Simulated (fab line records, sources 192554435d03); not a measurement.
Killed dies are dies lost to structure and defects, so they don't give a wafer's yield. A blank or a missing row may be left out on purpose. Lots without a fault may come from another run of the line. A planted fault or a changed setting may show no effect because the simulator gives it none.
A struck lot beside a sound one | flow n5_finfet | 15 steps out of a route of 1938
Sound: wafers L404.2, L404.3, L404.5. Struck: wafers L411.4, L411.5, L411.6. The cause comes at the end.
At each step with rows: each side's tool, then ch and its chambers, then its first start. Under that, the readings that differ: sound wafers | struck wafers | difference of the means | sigmas: that difference in standard deviations of wafers without a fault.
alike: readings whose means differ by less than 2 such deviations, and words and numbers that are the same on both sides. not compared: withheld readings, readings that some wafer has no value for, bounds like >300 that may hide the same value, and numbers for which the record gives no deviation and whose values overlap.
The two part at a step that has a row with sigmas, a row that says differs or no value, or rows on one side only. Numbers that don't overlap but have no deviation are shown without sigmas and don't part them. A reading that every wafer of one side lacks parts them only if that side has two wafers or more.

first, 8 steps without rows for these wafers: N5_BEOL_M14_COAT_66 (time 60 s, resist thk 110 nm); N5_BEOL_M14_COAT_22 (resist thk 300 nm); N5_BEOL_M14_EBR_24; N5_BEOL_M14_SOFTBAKE_23 (time 60 s); N5_BEOL_M14_EXPOSE_25 (exposes mask M14, target cd 280 nm); N5_BEOL_M14_PEB_26 (peb time 90 s); N5_BEOL_M14_DEVELOP_27 (develop time 45 s); N5_BEOL_M14_HARDBAKE_32 (time 120 s).
N5_BEOL_M14_CD_MEAS_28: target cd 284.4 nm.
  sound on cd_sem-01 ch 0, day 11 07:54; struck on cd_sem-02 ch 0, day 13 16:14
  alike: cd_nm
N5_BEOL_M14_OVL_MEAS_29:
  sound on overlay-01 ch 0, day 11 07:56; struck on overlay-02 ch 0, day 13 16:16
  alike: M14_OVL
N5_BEOL_M14_INSPECT_30: inspects for defects (macro).
  sound on defect_inspect-02, day 11 07:57; struck on defect_inspect-01, day 13 16:17
  alike: raw_defect_count
N5_BEOL_M14_DESCUM_33: chemistry O2, time 7.9 s.
  sound on rie_diel-06 ch 0,2,3, day 11 08:51; struck on rie_diel-06 ch 0,1, day 13 16:19
  alike: drypump_motor_current_A, oes_product_au, rf_vpp_V, showerhead_plenum_p_Torr, temp_c, throttle_valve_pct
  not compared: rf_hours_counter_h
N5_BEOL_M14_ETCH_67: etches SiARC in CF4, target depth 143 nm, time 238.3 s.
  sound on rie_diel-06 ch 0,2,3, day 11 08:53; struck on rie_diel-06 ch 0,1, day 13 16:21
  reading               | sound       | struck      | difference | sigmas
  etch_rf_on_time_s (s) | 245 237 231 | 171 171 169 | -67        | -11
  alike: drypump_motor_current_A, oes_product_au, rf_vpp_V, showerhead_plenum_p_Torr, throttle_valve_pct
  not compared: rf_hours_counter_h
N5_BEOL_M14_ETCH_68: etches SOC in N2/H2, time 450 s.
  sound on rie_diel-06 ch 0,2,3, day 11 09:02; struck on rie_diel-06 ch 0,1, day 13 16:30
  alike: drypump_motor_current_A, oes_product_au, rf_vpp_V, showerhead_plenum_p_Torr, temp_c, throttle_valve_pct
  not compared: rf_hours_counter_h
N5_PASSIVATION_PROBE_49:
  sound on prober-02, day 12 08:44; struck on prober-01, day 14 19:26
  alike: defect_limited_yield, killed_at_M0_to_M3, killed_at_M4_up, killed_at_contacts, killed_at_front_end, killed_at_other, killed_dies, killed_open, killed_short, sort_bin_5_function, sort_bin_6_memory, sort_bin_8_speed, sort_n_pass, sort_yield_pct

WHERE THEY PART
Only at N5_BEOL_M14_ETCH_67, within this record. Later steps at which nothing parts them and some readings are alike: N5_BEOL_M14_ETCH_68, N5_PASSIVATION_PROBE_49.

WHY: what the simulator had put in
Process parameter drift: rie_diel-06, from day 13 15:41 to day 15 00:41, at N5_BEOL_M14_ETCH_67. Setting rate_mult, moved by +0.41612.
